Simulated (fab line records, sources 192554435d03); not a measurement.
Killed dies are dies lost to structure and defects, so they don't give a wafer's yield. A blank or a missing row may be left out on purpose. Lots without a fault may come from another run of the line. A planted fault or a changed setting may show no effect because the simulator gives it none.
fab line records | flow n5_finfet | part 1 of 2: steps 1 to 18 of 27
record lots=5 wafers=15 last_day=18
route steps=1938 shown BEOL_M2@882
lots that met no fault: from a run of the same line without faults
start_h: hours from the record's first day to the start of the lot's first wafer shown | wait_h: hours since the lot's step before | " the same as in the row above | L1.1+2: a row that stands for several wafers | - no value, or no start given | * or withheld: withheld | < > ~ a bound
route shown NAME@n: a module of which the file shows steps, and the number in the route of the first | usual: mean/standard deviation of fault-free wafers | same: alike in all rows | chamber/n: place in a boat | sites: the reading at each site | _std_site: their standard deviation | _edge_site: outer sites' mean less inner sites' | radius_mm: how far each site lies from the wafer's centre | mask NAME#n: copy n | behind: the tool/chamber that last shaped the wafer | hold: why the lot was held/for how many hours/how that ended | device: the transistor (n, p or np) that didn't switch | end of line: the same wafers' tests at the end of the route | a step without rows: its recipe alone | killed: dies lost to structure and defects at the first sort, not the wafer's yield | map: a wafer's dies, x killed, . not, _ none there
set.NAME: the setting as run; set.NAME@STEP: as run at that earlier step | model.NAME: the simulator's own value behind a step, which no gauge read
lots at some steps of the route; a table a step, a row a wafer
services: from which hour (start_h, from the record's first day; less than 0 if before it) a tool's chamber was out of use, for how many hours, and why
## steps
# step N5_BEOL_M2_ALD_98
# recipe material=SiO2 target_thk_a=25 temp_c=100 ald_precursor_family=BDEAS ald_co_reactant=O2-plasma pulse_time_s=1 co_reactant_pulse_time_s=1 purge_time_s=2 co_reactant_purge_time_s=2 ald_cycles=17 pressure_torr=2
# usual heater_power_w=79/6.8 precursor_pulse_height_rel=0.997/0.019
# same co_reactant_purge_time_s=2
# columns lot.wafer tool chamber start_h wait_h heater_power_w precursor_pulse_height_rel since_wet_clean_h
L076.3 ald_sin-04 1 156.79 0.1 79 0.992 254
L076.4 " 3 " " 75 1.014 254
L076.6 " 2 " " 93 0.993 -
L082.1 ald_sin-01 0 190.49 0.1 89 0.980 91
L082.4 " 3 " " 73 0.958 91
L082.6 " 2 " " 77 1.007 -
L092.1 ald_sin-04 2 242.50 0.1 92 0.988 340
L092.3 " 1 " " 80 1.032 340
L092.4 " 3 " " 78 0.990 -
L094.2 ald_sin-01 3 255.59 0.3 74 1.023 156
L094.3 " 2 " " 78 0.990 156
L094.4 " 0 " " 89 1.025 156
L096.2 ald_sin-03 0 274.06 0.3 72 0.990 82
L096.4 " 2 " " 76 1.013 -
L096.6 " 0 " " 73 0.988 -
# step N5_BEOL_M2_ETCHBACK_99
# recipe chemistry=CHF3 target=SiO2 target_depth_a=50 time_s=10.4 source_w=215 bias_w=47 Ar_flow_sccm=200 CHF3_flow_sccm=12 ion_energy_ev=100 pressure_mtorr=30
# usual chamber_pressure_mTorr=30.003/0.024 drypump_motor_current_A=5.5/0.48 oes_product_au=0.78/0.092 rf_vpp_V=241/4.7 showerhead_plenum_p_Torr=2.17/0.083 throttle_valve_pct=17.02/0.21
# columns lot.wafer tool chamber start_h wait_h chamber_pressure_mTorr drypump_motor_current_A oes_product_au rf_hours_counter_h rf_vpp_V showerhead_plenum_p_Torr throttle_valve_pct
L076.3 rie_diel-01 1 158.66 1.8 30.041 5.3 0.70 238 243 2.11 17.19
L076.4 " 0 " " 30.003 4.9 0.73 186 247 2.15 17.17
L076.6 " 2 " " 30.029 6.4 0.88 - 248 2.30 16.94
L082.1 rie_diel-02 3 194.90 4.4 30.020 5.6 0.68 238 242 2.23 17.06
L082.4 " 1 " " 30.006 5.7 0.79 138 240 2.08 17.01
L082.6 " 2 " " 30.020 5.9 0.69 - 231 2.03 17.36
L092.1 rie_diel-01 1 254.44 11.9 30.045 5.3 0.94 10 243 2.10 16.80
L092.3 " 2 " " 29.998 6.4 0.85 71 246 2.29 16.99
L092.4 " 0 " " 29.959 4.9 0.70 218 244 2.14 17.24
L094.2 rie_diel-02 1 260.78 5.1 30.029 5.6 0.76 167 241 2.07 17.06
L094.3 " 0 " " 30.031 5.3 0.71 219 238 2.14 17.08
L094.4 " 1 " " 30.005 5.6 0.76 - 241 2.07 17.07
L096.2 rie_diel-04 0 285.75 11.6 30.010 5.7 0.85 64 245 2.25 16.78
L096.4 " 1 " " 29.953 6.4 0.69 247 232 2.20 17.30
L096.6 " 1 " " 30.018 6.4 0.68 - 231 2.20 17.30
# step N5_BEOL_M2_ETCH_70
# recipe chemistry=N2/H2 target=SOC target_depth_a=800 overetch_a=240 mask_material=SiARC temp_c=40 time_s=130 ion_energy_ev=200 pressure_mtorr=30 source_w=840 bias_w=150 n2_flow_sccm=200 h2_flow_sccm=200
# usual chamber_pressure_mTorr=30.002/0.025 drypump_motor_current_A=5.5/0.48 n2_flow_sccm=200.0/0.58 oes_product_au=0.58/0.063 rf_vpp_V=524.3/2.8 showerhead_plenum_p_Torr=2.56/0.11 throttle_valve_pct=17.78/0.18
# columns lot.wafer tool chamber start_h wait_h chamber_pressure_mTorr drypump_motor_current_A n2_flow_sccm oes_product_au rf_hours_counter_h rf_vpp_V showerhead_plenum_p_Torr throttle_valve_pct
L076.3 rie_diel-01 1 158.69 0.0 29.994 5.3 201.0 0.52 238 523.3 2.50 18.00
L076.4 " 0 " " 29.982 4.9 200.9 0.54 187 523.5 2.51 17.81
L076.6 " 2 " " 29.971 6.4 199.8 0.65 - 529.0 2.71 17.76
L082.1 rie_diel-02 3 194.93 0.0 29.951 5.7 200.0 0.51 238 526.1 2.63 17.85
L082.4 " 1 " " 30.002 5.7 200.6 0.57 138 521.2 2.45 17.70
L082.6 " 2 " " 29.964 5.9 199.1 0.51 - 520.6 2.41 18.21
L092.1 rie_diel-01 1 254.48 0.0 29.988 5.3 200.0 0.68 10 522.8 2.49 17.63
L092.3 " 2 " " 29.960 6.4 200.6 0.61 71 528.3 2.70 17.81
L092.4 " 0 " " 29.972 5.0 198.7 0.52 218 521.2 2.49 17.86
L094.2 rie_diel-02 1 260.82 0.0 30.000 5.7 200.8 0.55 167 520.3 2.43 17.77
L094.3 " 0 " " 30.049 5.3 198.9 0.52 219 522.9 2.50 17.73
L094.4 " 1 " " 29.998 5.7 200.2 0.55 - 520.5 2.43 17.77
L096.2 rie_diel-04 0 285.79 0.0 30.001 5.7 200.5 0.63 64 528.3 2.70 17.77
L096.4 " 1 " " 30.016 6.4 199.7 0.52 248 523.5 2.60 17.97
L096.6 " 1 " " 29.996 6.4 199.8 0.51 - 526.7 2.60 17.98
# step N5_BEOL_M2_STRIP_71
# recipe chemistry=N2/H2 temp_c=40 n2_flow_sccm=200 h2_flow_sccm=200 rf_frequency_hz=6e+07
# columns lot.wafer tool chamber start_h wait_h
L076.3+4+6 rie_diel-01 1,0,2 158.78 0.0
L082.1+4+6 rie_diel-02 3,1,2 195.02 0.0
L092.1+3+4 rie_diel-01 1,2,0 254.57 0.0
L094.2+3+4 rie_diel-02 1,0,1 260.90 0.0
L096.2+4+6 rie_diel-04 0,1,1 285.87 0.0
# step N5_BEOL_M2_STRIP_78
# recipe chemistry=N2/H2 temp_c=40 n2_flow_sccm=200 h2_flow_sccm=200 rf_frequency_hz=6e+07
# columns lot.wafer tool chamber start_h wait_h
L076.3+4+6 rie_diel-01 1,0,2 158.79 0.0
L082.1+4+6 rie_diel-02 3,1,2 195.03 0.0
L092.1+3+4 rie_diel-01 1,2,0 254.58 0.0
L094.2+3+4 rie_diel-02 1,0,1 260.91 0.0
L096.2+4+6 rie_diel-04 0,1,1 285.88 0.0
# step N5_BEOL_M2_VIA_ETCH_34
# recipe chemistry=C4F6/O2 target_depth_a=694 mask_material=SOC pressure_mtorr=15 ion_energy_ev=250 taper_deg=4 time_s=65.9 source_w=350 bias_w=170 Ar_flow_sccm=300 C4F6_flow_sccm=10 O2_flow_sccm=10
# usual O2_flow_sccm=10.005/0.028 chamber_pressure_mTorr=14.999/0.014 drypump_motor_current_A=5.5/0.48 oes_product_au=0.79/0.092 rf_vpp_V=665/13 showerhead_plenum_p_Torr=2.86/0.11 throttle_valve_pct=30.73/0.2
# columns lot.wafer tool chamber start_h wait_h O2_flow_sccm chamber_pressure_mTorr drypump_motor_current_A oes_product_au rf_hours_counter_h rf_vpp_V showerhead_plenum_p_Torr throttle_valve_pct
L076.3 rie_diel-01 1 158.80 0.0 9.987 14.979 5.3 0.71 238 673 2.78 30.72
L076.4 " 0 " " 10.008 14.980 4.9 0.73 187 677 2.83 31.00
L076.6 " 2 " " 10.007 15.003 6.4 0.90 - 682 3.03 30.81
L082.1 rie_diel-02 3 195.04 0.0 9.981 15.007 5.6 0.68 238 666 2.94 30.75
L082.4 " 1 " " 10.018 14.994 5.7 0.77 138 665 2.75 30.82
L082.6 " 2 " " 10.013 14.986 5.9 0.67 - 640 2.69 30.86
L092.1 rie_diel-01 1 254.59 0.0 9.986 14.991 5.3 0.94 10 673 2.78 30.52
L092.3 " 2 " " 9.997 14.991 6.4 0.84 71 683 3.01 30.84
L092.4 " 0 " " 10.030 15.029 4.9 0.71 218 677 2.82 31.03
L094.2 rie_diel-02 1 260.92 0.0 10.050 14.979 5.7 0.75 167 665 2.74 30.84
L094.3 " 0 " " 10.012 15.000 5.3 0.72 219 655 2.83 30.80
L094.4 " 1 " " 10.035 14.974 5.6 0.75 - 664 2.74 30.86
L096.2 rie_diel-04 0 285.89 0.0 10.036 15.025 5.7 0.86 64 678 2.97 30.39
L096.4 " 1 " " 9.972 14.990 6.4 0.69 248 643 2.90 30.75
L096.6 " 1 " " 10.018 14.993 6.4 0.69 - 644 2.90 30.75
# step N5_BEOL_M2_STRIP_83
# recipe chemistry=C4F6/O2 resist=SiARC rf_frequency_hz=6e+07
# columns lot.wafer tool chamber start_h wait_h
L076.3+4+6 rie_diel-01 1,0,2 158.85 0.0
L082.1+4+6 rie_diel-02 3,1,2 195.09 0.0
L092.1+3+4 rie_diel-01 1,2,0 254.64 0.0
L094.2+3+4 rie_diel-02 1,0,1 260.97 0.0
L096.2+4+6 rie_diel-04 0,1,1 285.94 0.0
# step N5_BEOL_M2_STRIP_36
# recipe chemistry=N2/H2 power_w=450 temp_c=40 pressure_mtorr=20 rf_frequency_hz=6e+07 overash_fraction=0.3 bias_power_w=7 h2_frac=0.5 n2_flow_sccm=200 h2_flow_sccm=200
# usual chamber_pressure_mTorr=20.002/0.029 drypump_motor_current_A=5.5/0.48 n2_flow_sccm=199.9/0.54 oes_product_au=0.79/0.092 rf_vpp_V=59.1/1.3 showerhead_plenum_p_Torr=2.56/0.11 throttle_valve_pct=23.66/0.19
# columns lot.wafer tool chamber start_h wait_h chamber_pressure_mTorr drypump_motor_current_A n2_flow_sccm oes_product_au rf_hours_counter_h rf_vpp_V showerhead_plenum_p_Torr throttle_valve_pct
L076.3 rie_diel-01 1 158.86 0.0 20.018 5.3 200.7 0.70 238 59.2 2.50 23.77
L076.4 " 0 " " 19.986 4.9 200.5 0.74 187 60.7 2.50 23.69
L076.6 " 2 " " 19.986 6.4 199.8 0.90 - 60.7 2.71 23.78
L082.1 rie_diel-02 3 195.10 0.0 19.990 5.6 199.5 0.68 238 62.1 2.62 23.78
L082.4 " 1 " " 20.055 5.7 199.4 0.78 138 57.9 2.44 23.63
L082.6 " 2 " " 20.046 5.9 199.7 0.70 - 58.0 2.40 23.99
L092.1 rie_diel-01 1 254.65 0.0 20.021 5.3 199.2 0.94 10 60.0 2.49 23.51
L092.3 " 2 " " 20.002 6.4 200.1 0.85 71 60.0 2.70 23.81
L092.4 " 0 " " 20.086 4.9 200.7 0.71 218 57.6 2.49 23.71
L094.2 rie_diel-02 1 260.98 0.0 20.013 5.7 199.6 0.75 167 58.7 2.43 23.61
L094.3 " 0 " " 19.981 5.3 200.0 0.72 219 57.8 2.50 23.55
L094.4 " 1 " " 19.976 5.6 199.9 0.76 - 58.7 2.43 23.65
L096.2 rie_diel-04 0 285.95 0.0 20.031 5.8 200.5 0.86 64 59.8 2.69 23.71
L096.4 " 1 " " 20.010 6.4 199.8 0.71 248 59.1 2.59 23.67
L096.6 " 1 " " 19.988 6.4 199.5 0.70 - 56.3 2.59 23.62
# step N5_BEOL_M2_TRENCH_ETCH_37
# recipe chemistry=C4F6/O2 target_depth_a=555.55 target=SiOC time_s=29.2 ion_energy_ev=250 pressure_mtorr=30 source_w=355 bias_w=185 Ar_flow_sccm=300 C4F6_flow_sccm=10 O2_flow_sccm=10
# usual O2_flow_sccm=10.00/0.031 chamber_pressure_mTorr=30.002/0.025 drypump_motor_current_A=5.5/0.48 oes_product_au=0.78/0.092 rf_vpp_V=665/13 showerhead_plenum_p_Torr=2.87/0.11 throttle_valve_pct=20.81/0.19
# columns lot.wafer tool chamber start_h wait_h O2_flow_sccm chamber_pressure_mTorr drypump_motor_current_A oes_product_au rf_hours_counter_h rf_vpp_V showerhead_plenum_p_Torr throttle_valve_pct
L076.3 rie_diel-01 1 - - 9.96 30.008 5.3 0.70 238 673 2.79 20.95
L076.4 " 0 " " 9.99 30.008 4.9 0.73 187 679 2.84 20.96
L076.6 " 2 " " 9.96 30.004 6.4 0.88 - 684 3.03 20.80
L082.1 rie_diel-02 3 - - 10.07 30.014 5.7 0.68 238 667 2.94 20.82
L082.4 " 1 " " 9.90 30.012 5.7 0.78 138 665 2.75 20.80
L082.6 " 2 " " 10.00 29.999 5.9 0.68 - 640 2.70 21.13
L092.1 rie_diel-01 1 - - 10.01 29.990 5.3 0.93 10 673 2.78 20.63
L092.3 " 2 " " 9.95 29.980 6.4 0.84 71 683 3.02 20.84
L092.4 " 0 " " 9.99 30.014 4.9 0.69 218 678 2.83 21.01
L094.2 rie_diel-02 1 - - 10.03 30.011 5.7 0.75 167 664 2.74 20.85
L094.3 " 0 " " 10.06 30.022 5.3 0.70 219 655 2.84 20.86
L094.4 " 1 " " 10.00 30.004 5.7 0.75 - 665 2.74 20.84
L096.2 rie_diel-04 0 - - 9.94 29.982 5.7 0.85 64 678 2.98 20.55
L096.4 " 1 " " 9.98 29.987 6.4 0.67 248 641 2.90 21.01
L096.6 " 1 " " 9.99 30.013 6.4 0.68 - 643 2.90 21.00
# step N5_BEOL_M2_ETCH_41
# recipe chemistry=CH3F/O2 target=SiCN target_depth_a=299 taper_deg=2 time_s=52.5 ion_energy_ev=120 mask_material=TiN pressure_mtorr=30 source_w=395 bias_w=75 Ar_flow_sccm=150 CH3F_flow_sccm=30 O2_flow_sccm=20
# usual O2_flow_sccm=20.00/0.067 chamber_pressure_mTorr=29.99/0.032 drypump_motor_current_A=5.5/0.47 oes_product_au=0.78/0.092 rf_vpp_V=297.5/1.7 showerhead_plenum_p_Torr=2.02/0.078 throttle_valve_pct=16.27/0.21
# columns lot.wafer tool chamber start_h wait_h O2_flow_sccm chamber_pressure_mTorr drypump_motor_current_A oes_product_au rf_hours_counter_h rf_vpp_V showerhead_plenum_p_Torr throttle_valve_pct
L076.3 rie_diel-01 1 - - 19.89 30.03 5.3 0.71 238 297.7 1.96 16.50
L076.4 " 0 " " 19.96 30.03 4.9 0.72 187 296.9 2.00 16.43
L076.6 " 2 " " 19.88 29.96 6.4 0.89 - 300.5 2.14 16.17
L082.1 rie_diel-02 3 - - 19.94 29.96 5.6 0.68 238 298.2 2.07 16.30
L082.4 " 1 " " 19.95 29.99 5.7 0.77 138 295.8 1.93 16.23
L082.6 " 2 " " 20.14 30.00 5.9 0.68 - 293.3 1.89 16.66
L092.1 rie_diel-01 1 - - 20.08 29.95 5.3 0.93 10 295.7 1.95 16.06
L092.3 " 2 " " 19.99 29.97 6.4 0.84 71 299.9 2.13 16.24
L092.4 " 0 " " 19.93 29.97 4.9 0.70 218 295.7 1.99 16.49
L094.2 rie_diel-02 1 - - 20.11 29.99 5.7 0.76 167 296.1 1.92 16.29
L094.3 " 0 " " 20.00 29.98 5.3 0.71 219 296.5 1.99 16.30
L094.4 " 1 " " 19.98 30.05 5.7 0.75 - 295.0 1.92 16.30
L096.2 rie_diel-04 0 - - 19.82 30.05 5.7 0.86 64 299.7 2.10 16.06
L096.4 " 1 " " 19.99 29.99 6.4 0.68 248 300.1 2.04 16.55
L096.6 " 1 " " 19.98 30.01 6.4 0.69 - 297.4 2.04 16.55
# step N5_BEOL_M2_STRIP_97
# recipe chemistry=N2/H2 time_s=10 power_w=450 temp_c=40 pressure_mtorr=20 rf_frequency_hz=6e+07 bias_power_w=7 n2_flow_sccm=200 h2_flow_sccm=200
# usual chamber_pressure_mTorr=19.997/0.024 drypump_motor_current_A=5.6/0.48 n2_flow_sccm=200.0/0.55 oes_product_au=0.79/0.092 rf_vpp_V=59.1/0.86 showerhead_plenum_p_Torr=2.56/0.11 throttle_valve_pct=23.66/0.18
# columns lot.wafer tool chamber start_h wait_h chamber_pressure_mTorr drypump_motor_current_A n2_flow_sccm oes_product_au rf_hours_counter_h rf_vpp_V showerhead_plenum_p_Torr throttle_valve_pct
L076.3 rie_diel-01 1 - - 19.990 5.3 199.7 0.69 238 60.0 2.50 23.76
L076.4 " 0 " " 20.023 5.0 200.7 0.74 187 59.8 2.50 23.69
L076.6 " 2 " " 20.018 6.4 200.4 0.90 - 59.8 2.71 23.78
L082.1 rie_diel-02 3 - - 20.000 5.7 199.9 0.67 238 59.3 2.62 23.75
L082.4 " 1 " " 19.979 5.7 199.4 0.76 138 59.0 2.44 23.62
L082.6 " 2 " " 19.984 5.9 200.3 0.68 - 58.0 2.40 23.99
L092.1 rie_diel-01 1 - - 20.003 5.3 200.1 0.93 10 59.9 2.49 23.50
L092.3 " 2 " " 20.016 6.4 200.5 0.85 71 59.6 2.70 23.80
L092.4 " 0 " " 20.013 4.9 200.8 0.70 218 58.7 2.49 23.72
L094.2 rie_diel-02 1 - - 20.009 5.7 200.4 0.74 167 58.5 2.43 23.64
L094.3 " 0 " " 20.015 5.3 200.4 0.70 219 59.3 2.50 23.52
L094.4 " 1 " " 20.029 5.7 199.5 0.75 - 59.3 2.43 23.66
L096.2 rie_diel-04 0 - - 19.992 5.7 199.2 0.85 64 59.9 2.69 23.73
L096.4 " 1 " " 19.993 6.4 200.5 0.69 248 60.0 2.59 23.66
L096.6 " 1 " " 19.988 6.4 200.5 0.70 - 59.3 2.59 23.64
# step N5_BEOL_M2_OCD_MEAS_38
# usual trench_depth_nm=55.3/1.2
# columns lot.wafer tool chamber start_h wait_h trench_depth_nm
L076.3 ocd-01 - 159.06 - 55.6
L076.4 " - " " 54.7
L076.6 " - " " 56.3
L082.1 ocd-01 - 195.29 - 52.8
L082.4 " - " " 56.4
L082.6 " - " " 53.3
L092.1 ocd-01 - 254.84 - 55.9
L092.3 " - " " 55.7
L092.4 " - " " 53.4
L094.2 ocd-01 - 261.18 - 55.3
L094.3 " - " " 55.7
L094.4 " - " " 56.1
L096.2 ocd-01 - 286.16 - 55.4
L096.4 " - " " 52.3
L096.6 " - " " 51.9
# step N5_BEOL_M2_HM_STRIP_39
# recipe chemistry=peroxide_tin_strip material=TiN target_depth_a=250 temp_c=50 time_s=158
# columns lot.wafer tool chamber start_h wait_h
L076.3+4+6 wet_bench-02 0,6,2 159.09 0.0
L082.1+4+6 wet_bench-03 0,1,2 195.33 0.0
L092.1+3+4 wet_bench-02 5,1,2 254.87 0.0
L094.2+3+4 wet_bench-03 1,3,7 261.21 0.0
L096.2+4+6 wet_bench-03 1,0,2 286.19 0.0
# step N5_BEOL_M2_SRD_40
# recipe time_s=30 temp_c=23 rinse_liquid=diw dry=ipa_marangoni
# columns lot.wafer tool chamber start_h wait_h
L076.3+4+6 wet_bench-02 0,6,2 159.13 0.0
L082.1+4+6 wet_bench-03 0,1,2 195.42 0.0
L092.1+3+4 wet_bench-02 5,1,2 254.92 0.0
L094.2+3+4 wet_bench-03 1,3,7 261.25 0.0
L096.2+4+6 wet_bench-03 1,0,2 286.23 0.0
# step N5_BEOL_M2_PRECLEAN_42
# recipe chemistry=residue_remover time_s=60 temp_c=40
# columns lot.wafer tool chamber start_h wait_h
L076.3+4+6 wet_bench-02 0,6,2 159.15 0.0
L082.1+4+6 wet_bench-03 0,1,2 195.45 0.0
L092.1+3+4 wet_bench-02 5,1,2 254.94 0.0
L094.2+3+4 wet_bench-03 1,3,7 261.27 0.0
L096.2+4+6 wet_bench-03 1,0,2 286.25 0.0
# step N5_BEOL_M2_SRD_43
# recipe time_s=30 temp_c=23 rinse_liquid=diw dry=ipa_marangoni
# columns lot.wafer tool chamber start_h wait_h
L076.3+4+6 wet_bench-02 0,6,2 159.17 0.0
L082.1+4+6 wet_bench-03 0,1,2 195.49 0.0
L092.1+3+4 wet_bench-02 5,1,2 254.95 0.0
L094.2+3+4 wet_bench-03 1,3,7 261.29 0.0
L096.2+4+6 wet_bench-03 1,0,2 286.27 0.0
# step N5_BEOL_M2_CD_MEAS_35
# recipe target_cd_nm=18 target_cd_y_nm=22.2 polarity=opening
# usual cd_nm=17.9/0.34
# columns lot.wafer tool chamber start_h wait_h cd_nm
L076.3 cd_sem-01 - 159.21 0.0 17.6
L076.4 " - " " 17.6
L076.6 " - " " 18.1
L082.1 cd_sem-01 - 195.54 0.0 17.0
L082.4 " - " " 17.5
L082.6 " - " " 17.5
L092.1 cd_sem-03 - 255.00 0.0 17.3
L092.3 " - " " 17.6
L092.4 " - " " 17.5
L094.2 cd_sem-01 - 261.33 0.0 17.9
L094.3 " - " " 17.9
L094.4 " - " " 17.6
L096.2 cd_sem-02 - 286.31 0.0 17.4
L096.4 " - " " 17.8
L096.6 " - " " 17.6
# step N5_BEOL_M2_DEGAS_44
# recipe ambient=vacuum temp_c=250 time_s=60
# usual heater_power_w=338/38
# columns lot.wafer tool chamber start_h wait_h heater_power_w
L076.3 pvd_sputter-03 - 159.40 0.2 311
L076.4 " - " " 315
L076.6 " - " " 393
L082.1 pvd_sputter-02 - 196.04 0.5 391
L082.4 " - " " 305
L082.6 " - " " 392
L092.1 pvd_sputter-02 - 255.36 0.4 271
L092.3 " - " " 318
L092.4 " - " " 401
L094.2 pvd_sputter-03 - 262.02 0.7 328
L094.3 " - " " 310
L094.4 " - " " 397
L096.2 pvd_sputter-01 - 286.59 0.3 348
L096.4 " - " " 381
L096.6 " - " " 342
